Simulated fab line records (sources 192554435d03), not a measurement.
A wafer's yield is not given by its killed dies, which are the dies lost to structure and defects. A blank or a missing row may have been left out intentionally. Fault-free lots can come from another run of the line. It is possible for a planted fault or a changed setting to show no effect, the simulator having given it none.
Struck lot and sound lot, side by side ; flow n5 finfet ; 43 out of 1938 route steps
Sound: these wafers, L925.1, L925.2, L925.5. Wafers L941.2, L941.4, L941.5 were the ones struck. At the end, the cause is stated.
At each step with rows: each side's tool, then ch and its chambers, then its first start. Under that, the readings that differ: sound wafers ; struck wafers ; difference of the means ; sigmas: that difference in standard deviations of wafers without a fault.
alike: readings whose means differ by less than 2 such deviations, and words and numbers that are the same on both sides. not compared: withheld readings, readings that some wafer has no value for, bounds like >300 that may hide the same value, and numbers for which the record gives no deviation and whose values overlap.
A row with sigmas, a row that says differs or no value, or rows on one side alone: a step with any of these is where the two part. Non-overlapping numbers with no deviation appear without sigmas and do not part them. A reading missing from all wafers of one side parts the sides only when that side holds two or more wafers.

first, 8 steps without rows for these wafers: N5_WELL_APT_HMDS_01 (time 60 s); N5_WELL_APT_COAT_02 (resist thk 950 nm); N5_WELL_APT_EBR_04; N5_WELL_APT_SOFTBAKE_03 (time 60 s); N5_WELL_APT_EXPOSE_05 (exposes mask NWELL, defocus 0 nm, target cd 200 nm); N5_WELL_APT_PEB_06 (peb time 90 s); N5_WELL_APT_DEVELOP_07 (develop time 45 s); N5_WELL_APT_HARDBAKE_12 (time 120 s).
N5_WELL_APT_CD_MEAS_08: the cd target is 200 nm.
  sound on cd sem-02 ch 0, day 3 07:49; struck on cd sem-01 ch 0, day 7 07:36
  alike: cd nm
N5_WELL_APT_OVL_MEAS_09:
  sound on overlay-01 ch 0, day 3 07:51; struck on overlay-01 ch 0, day 7 07:38
  alike: NWELL_OVL
N5_WELL_APT_INSPECT_10: inspects for defects (macro).
  sound on defect inspect-02 at day 3 07:52; struck on defect inspect-02 at day 7 07:39
  alike: raw defect count
N5_WELL_APT_DESCUM_13: chemistry O2, time 7.9 s.
  sound on rie diel-01 ch 1,2,3, day 3 07:55; struck on rie diel-01 ch 0,3, day 7 07:41
  alike: drypump motor current A, oes product au, rf vpp V, showerhead plenum p Torr, throttle valve pct
  not compared: rf hours counter h
N5_WELL_APT_IMPLANT_14:
  sound on implanter-01 ch 0, day 3 08:00; struck on implanter-02 ch 0, day 7 07:49
reading;sound;struck;difference;sigmas
dose ions cm2;1.5002e+13 1.5001e+13 1.4968e+13;1.8065e+13 1.8077e+13 1.8077e+13;+3.0827e+12;+99 or more
faraday current uA;189 189 190;232 227 225;+39;+11
  alike: beam on s
then, 10 steps without rows for these wafers: N5_WELL_APT_IMPLANT_15; N5_WELL_APT_STRIP_16 (strips in SPM, time 900 s); N5_WELL_APT_HMDS_18 (time 60 s); N5_WELL_APT_COAT_19 (resist thk 950 nm); N5_WELL_APT_EBR_21; N5_WELL_APT_SOFTBAKE_20 (time 60 s); N5_WELL_APT_EXPOSE_22 (exposes mask PWELL, defocus 0 nm, target cd 200 nm); N5_WELL_APT_PEB_23 (peb time 90 s); N5_WELL_APT_DEVELOP_24 (develop time 45 s); N5_WELL_APT_HARDBAKE_29 (time 120 s).
N5_WELL_APT_CD_MEAS_25: the cd target is 200 nm.
  sound on cd sem-03 ch 0, day 3 09:04; struck on cd sem-01 ch 0, day 7 08:51
  alike: cd nm
N5_WELL_APT_OVL_MEAS_26:
  sound on overlay-01 ch 0, day 3 09:05; struck on overlay-01 ch 0, day 7 08:53
  alike: PWELL_OVL
N5_WELL_APT_INSPECT_27: inspects for defects (macro).
  sound on defect inspect-01 at day 3 09:07; struck on defect inspect-02 at day 7 08:55
  alike: raw defect count
N5_WELL_APT_DESCUM_30: chemistry O2, time 7.9 s.
  sound on rie diel-06 ch 1,2,3, day 3 09:11; struck on rie diel-01 ch 0,2,3, day 7 09:01
  alike: drypump motor current A, oes product au, rf vpp V, showerhead plenum p Torr, throttle valve pct
  not compared: rf hours counter h
then, 3 steps without rows for these wafers: N5_WELL_APT_IMPLANT_31; N5_WELL_APT_IMPLANT_32; N5_WELL_APT_STRIP_33 (strips in SPM, time 900 s).
N5_WELL_APT_RTA_34: time 10 s.
  sound on rtp anneal-01 ch 0, day 3 09:56; struck on rtp anneal-02 ch 0, day 7 09:48
  alike: lamp power pct, wafer_temp_C_max
then, 4 steps without rows for these wafers: N5_WELL_APT_OXIDE_STRIP_42 (strips SiO2 in dHF, time 45 s, target depth 12 nm); N5_WELL_APT_PRECLEAN_36 (cleans in O3/DIW, time 45 s); N5_WELL_APT_PRECLEAN_39 (cleans in dHF, time 60 s); N5_WELL_APT_SRD_37 (time 30 s).
N5_WELL_APT_EPI_41: deposits Si from SiH4/H2, target thk 50 nm, time 297.7 s.
  sound on epi rpcvd-01 ch 0, day 3 10:10; struck on epi rpcvd-01 ch 0, day 7 10:07
  alike: throttle valve pct
N5_WELL_APT_INSPECT_38: inspects for defects (darkfield).
  sound on defect inspect-02 at day 3 10:49; struck on defect inspect-02 at day 7 10:39
  alike: raw defect count
N5_PMOS_HMC_CHANNEL_EPI_HM_DEP_34: deposits SiO2 from TEOS/O2, target thk 36 nm, time 6.9 s.
  sound on pecvd-02 ch 0,1,2, day 3 10:52; struck on pecvd-01 ch 0,1,2, day 7 10:41
  alike: heater power outer w, heater power w, showerhead plenum p Torr, throttle valve pct
then, 4 steps without rows for these wafers: N5_PMOS_HMC_CHANNEL_EPI_COAT_31 (time 60 s, resist thk 66 nm); N5_PMOS_HMC_CHANNEL_EPI_COAT_03 (resist thk 205 nm); N5_PMOS_HMC_CHANNEL_EPI_EBR_05; N5_PMOS_HMC_CHANNEL_EPI_SOFTBAKE_04 (time 60 s).
-- the record jumps here: 7 days lie between the struck wafers' starts before and after (it left off in module PMOS_HMC_CHANNEL_EPI and takes up again in module BEOL_M4, whose first step shown is number 1111 of the route) --
N5_BEOL_M4_RC_MEAS_101:
  sound on prober-01 ch 0, day 9 07:16; struck on prober-02 ch 0, day 14 17:04
reading;sound;struck;difference;sigmas
IOFF_P (nA/um);0.19 0.20 0.18;0.30 0.20 0.26;+0.06;+2
RS_NWELL (ohm/sq);1032 1026 1029;933 933 929;-97;-15
  alike: DIBL_N, DIBL_P, IOFF_N, ION_N, ION_P, SS_N, SS_P, VT_N, VT_P

WHERE THEY PART
At N5_WELL_APT_IMPLANT_14 first; at N5_BEOL_M4_RC_MEAS_101 last (within this record only).

WHY: the cause the simulator had injected
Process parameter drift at N5_WELL_APT_IMPLANT_14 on implanter-02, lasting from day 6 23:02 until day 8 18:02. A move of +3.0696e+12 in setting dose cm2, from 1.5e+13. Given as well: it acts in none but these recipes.
